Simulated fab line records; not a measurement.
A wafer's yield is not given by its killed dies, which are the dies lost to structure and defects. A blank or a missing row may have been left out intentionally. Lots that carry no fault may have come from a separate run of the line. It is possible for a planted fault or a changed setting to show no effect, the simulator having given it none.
Split-lot trial -- flow n5 finfet -- 21 wafers read from 7 lots, route of 1938 steps

## ABOUT THE SPLIT
At N5_BEOL_M13_EXPOSE_07 (exposes mask V12), the setting dose mj was moved away from the recipe's 24.8 on 7 of the 21 wafers read, by -5.0% to +7.3%. All remaining wafers had this setting at the recipe value.

## FROM THE SPLIT TO THE READING: what the file shows between them, 9 steps
- N5_BEOL_M13_PEB_08: peb time 90 s
- N5_BEOL_M13_DEVELOP_09: develop time 45 s
- N5_BEOL_M13_HARDBAKE_14: time 120 s
- N5_BEOL_M13_CD_MEAS_10: target cd 190 nm
- N5_BEOL_M13_ETCH_59: etches BARC in N2/H2, target depth 89 nm, overetch 26.7 nm, time 67.9 s (also split here: time s)
- N5_BEOL_M13_VIA_ETCH_16: etches SiOC in C4F8/O2/Ar, target depth 921.7 nm
- N5_BEOL_M13_STRIP_63: strips in N2/H2
- N5_BEOL_M13_STRIP_71: strips in post etch residue remover, time 60 s
- N5_BEOL_M13_SRD_72: time 30 s, dry time 30 s

## THE READING
cd nm, in nm, at N5_BEOL_M13_CD_MEAS_17 (target cd 190 nm). On this fab line, fault-free wafers typically give 189.0 nm with a standard deviation of 1.9 nm.

wafer,"tool, chamber at the split",dose mj as run,against the recipe,"cd nm, nm",against lot-mates on the recipe
L075.4,"krf scanner-02, 0",23.57,-5.0%,181.5,-5.7
L075.5,"krf scanner-02, 0",24.8,recipe,187.5,-
L075.6,"krf scanner-02, 0",24.8,recipe,186.9,-
L080.2,"krf scanner-02, 0",26.6,+7.3%,195.0,+6.9
L080.4,"krf scanner-02, 0",26.6,+7.3%,194.2,+6.1
L080.6,"krf scanner-02, 0",24.8,recipe,188.1,-
L087.1,"krf scanner-02, 0",24.8,recipe,192.6,-
L087.2,"krf scanner-02, 0",24.11,-2.8%,186.5,-5.1
L087.5,"krf scanner-02, 0",24.8,recipe,190.6,-
L091.1,"krf scanner-01, 0",24.8,recipe,186.0,-
L091.3,"krf scanner-01, 0",24.8,recipe,188.8,-
L091.5,"krf scanner-01, 0",24.8,recipe,188.7,-
L092.2,"krf scanner-02, 0",24.8,recipe,191.2,-
L092.3,"krf scanner-02, 0",25.8,+4.0%,192.2,+1.0
L092.4,"krf scanner-02, 0",25.8,+4.0%,193.7,+2.5
L096.1,"krf scanner-02, 0",24.8,recipe,190.7,-
L096.2,"krf scanner-02, 0",25.48,+2.7%,195.6,+3.7
L096.5,"krf scanner-02, 0",24.8,recipe,193.1,-
L095.1,"krf scanner-02, 0",24.8,recipe,189.2,-
L095.4,"krf scanner-02, 0",24.8,recipe,187.0,-
L095.6,"krf scanner-02, 0",24.8,recipe,189.0,-

FIT RESULTS
A straight line over all 21 wafers: cd nm changes by +0.978 nm for each +1% of dose mj; r = +0.80; the points scatter about the line by 2.2 nm.
The same after taking each lot's own level away (the mean of its wafers on the recipe; 21 wafers): +0.94 nm for each +1%; r = +0.91; scatter 1.2 nm.
That fit puts the effect of the largest move of dose mj on the reading at 6.8 nm.
The lots' own levels span 187.20 to 191.90 nm, that is 2.5 times the standard deviation above.
So the lot-to-lot level blurs the effect unless lot-mates are compared.
Check: +6.3 nm against its lot-mates is what the line predicts for one of the wafers moved furthest among these (+7.3%) when that wafer is left out of the fit. Against them it came out at +6.9 nm.

## THESE WAFERS: OTHER SPLITS
Other splits were also applied to these wafers ahead of the reading. Each is held against what the fit with the lots' levels taken away leaves over:
other split on the same wafers,wafers away from the commonest value,r with cd nm (lot level and that fit taken away)
N5_BEOL_M9_EXPOSE_08 dose mj,7,-0.25
N5_BEOL_M10_COAT_22 spin rpm,5,-0.13
N5_BEOL_M10_EXPOSE_25 dose mj,6,+0.09
N5_BEOL_M11_ETCH_62 bias w,9,+0.19
N5_BEOL_M13_ETCH_59 time s,6,+0.74

## THE WHOLE CHAIN: every reading that the file lists as answering this split, in the file's order
step,what it does,reading,change (the file's fit),r (the file's)
N5_BEOL_M13_CD_MEAS_10,target cd 190 nm,cd nm,+0.967 nm for each +1% of the setting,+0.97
N5_BEOL_M13_CD_MEAS_17,target cd 190 nm,cd nm,+0.979 nm for each +1% of the setting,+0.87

## THE FILE'S OWN FIT
cd nm changes by +0.979 nm for each +1% of dose mj, r = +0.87.
